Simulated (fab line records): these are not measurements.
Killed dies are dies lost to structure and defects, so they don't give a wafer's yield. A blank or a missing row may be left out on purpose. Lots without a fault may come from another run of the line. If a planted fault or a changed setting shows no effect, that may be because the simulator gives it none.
Split-lot experiment || flow n5 finfet || 39 wafers read across 7 lots, on a route 1938 steps long

## SPLIT DETAILS
At N5_BEOL_M11_CVD_75 (deposits Co from CCTBA/H2, target thk 2 nm, time 138.9 s), the setting target thk a was moved away from the recipe's 20 angstrom on 18 of the 39 wafers read, by -55.5% to +59.2%. For the rest of the wafers, this setting stayed at what the recipe calls for.

Reading taken at the split's own step.

## THE READING
Co_of_BEOL_M11_CVD_75.thk nm (the simulator's own value, which no gauge read), in nm, at N5_BEOL_M11_CVD_75 (deposits Co from CCTBA/H2, target thk 2 nm, time 138.9 s). The file does not state a usual value for it. Across the 21 wafers here that went through the recipe, the average is 2.0 nm and the standard deviation 0.13 nm.

{"wafer": "L076.1", "tool, chamber at the split": "cvd co-01, 2", "target thk a as run, angstrom": 20, "against the recipe": "recipe", "Co_of_BEOL_M11_CVD_75.thk nm, nm": 1.6, "against lot-mates on the recipe": "-"}
{"wafer": "L076.2", "tool, chamber at the split": "cvd co-01, 0", "target thk a as run, angstrom": 23.59, "against the recipe": "+17.9%", "Co_of_BEOL_M11_CVD_75.thk nm, nm": 2, "against lot-mates on the recipe": "+0.3"}
{"wafer": "L076.5", "tool, chamber at the split": "cvd co-01, 0", "target thk a as run, angstrom": 23.59, "against the recipe": "+17.9%", "Co_of_BEOL_M11_CVD_75.thk nm, nm": 2, "against lot-mates on the recipe": "+0.3"}
{"wafer": "L076.3", "tool, chamber at the split": "cvd co-01, 1", "target thk a as run, angstrom": 20, "against the recipe": "recipe", "Co_of_BEOL_M11_CVD_75.thk nm, nm": 1.8, "against lot-mates on the recipe": "-"}
{"wafer": "L076.4", "tool, chamber at the split": "cvd co-01, 1", "target thk a as run, angstrom": 20, "against the recipe": "recipe", "Co_of_BEOL_M11_CVD_75.thk nm, nm": 1.8, "against lot-mates on the recipe": "-"}
{"wafer": "L076.6", "tool, chamber at the split": "cvd co-01, 2", "target thk a as run, angstrom": 23.59, "against the recipe": "+17.9%", "Co_of_BEOL_M11_CVD_75.thk nm, nm": 2.2, "against lot-mates on the recipe": "+0.5"}
{"wafer": "L083.1", "tool, chamber at the split": "cvd co-01, 0,1,2", "target thk a as run, angstrom": 20, "against the recipe": "recipe", "Co_of_BEOL_M11_CVD_75.thk nm, nm": 2, "against lot-mates on the recipe": "-"}
{"wafer": "L083.2", "tool, chamber at the split": "cvd co-01, 0,1,2", "target thk a as run, angstrom": 20, "against the recipe": "recipe", "Co_of_BEOL_M11_CVD_75.thk nm, nm": 2, "against lot-mates on the recipe": "-"}
{"wafer": "L083.6", "tool, chamber at the split": "cvd co-01, 0,1,2", "target thk a as run, angstrom": 20, "against the recipe": "recipe", "Co_of_BEOL_M11_CVD_75.thk nm, nm": 2, "against lot-mates on the recipe": "-"}
{"wafer": "L086.1", "tool, chamber at the split": "cvd co-01, 0", "target thk a as run, angstrom": 26.47, "against the recipe": "+32.3%", "Co_of_BEOL_M11_CVD_75.thk nm, nm": 2.6, "against lot-mates on the recipe": "+0.5"}
{"wafer": "L086.6", "tool, chamber at the split": "cvd co-01, 0", "target thk a as run, angstrom": 26.47, "against the recipe": "+32.3%", "Co_of_BEOL_M11_CVD_75.thk nm, nm": 2.6, "against lot-mates on the recipe": "+0.5"}
{"wafer": "L086.2", "tool, chamber at the split": "cvd co-01, 1", "target thk a as run, angstrom": 20, "against the recipe": "recipe", "Co_of_BEOL_M11_CVD_75.thk nm, nm": 2.2, "against lot-mates on the recipe": "-"}
{"wafer": "L086.3", "tool, chamber at the split": "cvd co-01, 2,1", "target thk a as run, angstrom": 20, "against the recipe": "recipe", "Co_of_BEOL_M11_CVD_75.thk nm, nm": 2, "against lot-mates on the recipe": "-"}
{"wafer": "L086.4", "tool, chamber at the split": "cvd co-01, 2,1", "target thk a as run, angstrom": 20, "against the recipe": "recipe", "Co_of_BEOL_M11_CVD_75.thk nm, nm": 2, "against lot-mates on the recipe": "-"}
{"wafer": "L086.5", "tool, chamber at the split": "cvd co-01, 2", "target thk a as run, angstrom": 26.47, "against the recipe": "+32.3%", "Co_of_BEOL_M11_CVD_75.thk nm, nm": 2.8, "against lot-mates on the recipe": "+0.7"}
{"wafer": "L087.1", "tool, chamber at the split": "cvd co-02, 1,2,1", "target thk a as run, angstrom": 8.898, "against the recipe": "-55.5%", "Co_of_BEOL_M11_CVD_75.thk nm, nm": 1, "against lot-mates on the recipe": -1.1}
{"wafer": "L087.4", "tool, chamber at the split": "cvd co-02, 1,2,1", "target thk a as run, angstrom": 8.898, "against the recipe": "-55.5%", "Co_of_BEOL_M11_CVD_75.thk nm, nm": 1, "against lot-mates on the recipe": -1.1}
{"wafer": "L087.5", "tool, chamber at the split": "cvd co-02, 1,2,1", "target thk a as run, angstrom": 8.898, "against the recipe": "-55.5%", "Co_of_BEOL_M11_CVD_75.thk nm, nm": 1, "against lot-mates on the recipe": -1.1}
{"wafer": "L087.2", "tool, chamber at the split": "cvd co-02, 2,0", "target thk a as run, angstrom": 20, "against the recipe": "recipe", "Co_of_BEOL_M11_CVD_75.thk nm, nm": 2, "against lot-mates on the recipe": "-"}
{"wafer": "L087.6", "tool, chamber at the split": "cvd co-02, 2,0", "target thk a as run, angstrom": 20, "against the recipe": "recipe", "Co_of_BEOL_M11_CVD_75.thk nm, nm": 2, "against lot-mates on the recipe": "-"}
{"wafer": "L087.3", "tool, chamber at the split": "cvd co-02, 0", "target thk a as run, angstrom": 20, "against the recipe": "recipe", "Co_of_BEOL_M11_CVD_75.thk nm, nm": 2.2, "against lot-mates on the recipe": "-"}
{"wafer": "L090.1", "tool, chamber at the split": "cvd co-01, 1,2,1", "target thk a as run, angstrom": 20, "against the recipe": "recipe", "Co_of_BEOL_M11_CVD_75.thk nm, nm": 2, "against lot-mates on the recipe": "-"}
{"wafer": "L090.4", "tool, chamber at the split": "cvd co-01, 1,2,1", "target thk a as run, angstrom": 20, "against the recipe": "recipe", "Co_of_BEOL_M11_CVD_75.thk nm, nm": 2, "against lot-mates on the recipe": "-"}
{"wafer": "L090.5", "tool, chamber at the split": "cvd co-01, 1,2,1", "target thk a as run, angstrom": 20, "against the recipe": "recipe", "Co_of_BEOL_M11_CVD_75.thk nm, nm": 2, "against lot-mates on the recipe": "-"}
{"wafer": "L090.2", "tool, chamber at the split": "cvd co-01, 0,2,0", "target thk a as run, angstrom": 9.03, "against the recipe": "-54.9%", "Co_of_BEOL_M11_CVD_75.thk nm, nm": 0.8, "against lot-mates on the recipe": -1.2}
{"wafer": "L090.3", "tool, chamber at the split": "cvd co-01, 0,2,0", "target thk a as run, angstrom": 9.03, "against the recipe": "-54.9%", "Co_of_BEOL_M11_CVD_75.thk nm, nm": 0.8, "against lot-mates on the recipe": -1.2}
{"wafer": "L090.6", "tool, chamber at the split": "cvd co-01, 0,2,0", "target thk a as run, angstrom": 9.03, "against the recipe": "-54.9%", "Co_of_BEOL_M11_CVD_75.thk nm, nm": 0.8, "against lot-mates on the recipe": -1.2}
{"wafer": "L089.1", "tool, chamber at the split": "cvd co-02, 2,0", "target thk a as run, angstrom": 31.85, "against the recipe": "+59.2%", "Co_of_BEOL_M11_CVD_75.thk nm, nm": 3.2, "against lot-mates on the recipe": "+1.1"}
{"wafer": "L089.6", "tool, chamber at the split": "cvd co-02, 2,0", "target thk a as run, angstrom": 31.85, "against the recipe": "+59.2%", "Co_of_BEOL_M11_CVD_75.thk nm, nm": 3.2, "against lot-mates on the recipe": "+1.1"}
{"wafer": "L089.2", "tool, chamber at the split": "cvd co-02, 1", "target thk a as run, angstrom": 20, "against the recipe": "recipe", "Co_of_BEOL_M11_CVD_75.thk nm, nm": 2, "against lot-mates on the recipe": "-"}
{"wafer": "L089.5", "tool, chamber at the split": "cvd co-02, 1", "target thk a as run, angstrom": 20, "against the recipe": "recipe", "Co_of_BEOL_M11_CVD_75.thk nm, nm": 2, "against lot-mates on the recipe": "-"}
{"wafer": "L089.3", "tool, chamber at the split": "cvd co-02, 0", "target thk a as run, angstrom": 20, "against the recipe": "recipe", "Co_of_BEOL_M11_CVD_75.thk nm, nm": 2.2, "against lot-mates on the recipe": "-"}
{"wafer": "L089.4", "tool, chamber at the split": "cvd co-02, 2", "target thk a as run, angstrom": 31.85, "against the recipe": "+59.2%", "Co_of_BEOL_M11_CVD_75.thk nm, nm": 3.4, "against lot-mates on the recipe": "+1.3"}
{"wafer": "L096.1", "tool, chamber at the split": "cvd co-01, 2,0,2", "target thk a as run, angstrom": 30.2, "against the recipe": "+51.0%", "Co_of_BEOL_M11_CVD_75.thk nm, nm": 3, "against lot-mates on the recipe": "+1.0"}
{"wafer": "L096.3", "tool, chamber at the split": "cvd co-01, 2,0,2", "target thk a as run, angstrom": 30.2, "against the recipe": "+51.0%", "Co_of_BEOL_M11_CVD_75.thk nm, nm": 3, "against lot-mates on the recipe": "+1.0"}
{"wafer": "L096.6", "tool, chamber at the split": "cvd co-01, 2,0,2", "target thk a as run, angstrom": 30.2, "against the recipe": "+51.0%", "Co_of_BEOL_M11_CVD_75.thk nm, nm": 3, "against lot-mates on the recipe": "+1.0"}
{"wafer": "L096.2", "tool, chamber at the split": "cvd co-01, 1,0,1", "target thk a as run, angstrom": 20, "against the recipe": "recipe", "Co_of_BEOL_M11_CVD_75.thk nm, nm": 2, "against lot-mates on the recipe": "-"}
{"wafer": "L096.4", "tool, chamber at the split": "cvd co-01, 1,0,1", "target thk a as run, angstrom": 20, "against the recipe": "recipe", "Co_of_BEOL_M11_CVD_75.thk nm, nm": 2, "against lot-mates on the recipe": "-"}
{"wafer": "L096.5", "tool, chamber at the split": "cvd co-01, 1,0,1", "target thk a as run, angstrom": 20, "against the recipe": "recipe", "Co_of_BEOL_M11_CVD_75.thk nm, nm": 2, "against lot-mates on the recipe": "-"}
Where a row lists several chambers, the file gives one row for several wafers and doesn't say which wafer went through which chamber.

THE FIT
A straight line over all 39 wafers: Co_of_BEOL_M11_CVD_75.thk nm changes by +0.02 nm for each +1% of target thk a; r = +0.98; the points scatter about the line by 0.14 nm.
The same after taking each lot's own level away (the mean of its wafers on the recipe; 39 wafers): +0.0201 nm for each +1%; r = +0.99; scatter 0.079 nm.
Per that fit: largest target thk a move, reading shift of 1.2 nm.
The span of the lots' own levels, 1.73 to 2.07 nm, comes to 2.6 times the standard deviation stated above.
Hence the lot-to-lot level has little effect on the slope; both slopes agree.
Check: for one of the wafers moved furthest among these (+59.2%), held out of the fit, the line's prediction against its lot-mates is +1.19 nm. Against them it came out at +1.13 nm.

## THESE WAFERS: OTHER SPLITS
These wafers also went through other splits before the reading. Each is held against what the fit with the lots' levels taken away leaves over:
{"other split on the same wafers": "N5_BEOL_M9_ETCH_62 time s", "wafers away from the commonest value": 12, "r with Co_of_BEOL_M11_CVD_75.thk nm (lot level and that fit taken away)": "+0.06"}

## THE FILE'S OWN FIT
Co_of_BEOL_M11_CVD_75.thk nm changes by +0.0201 nm for each +1% of target thk a, r = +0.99.
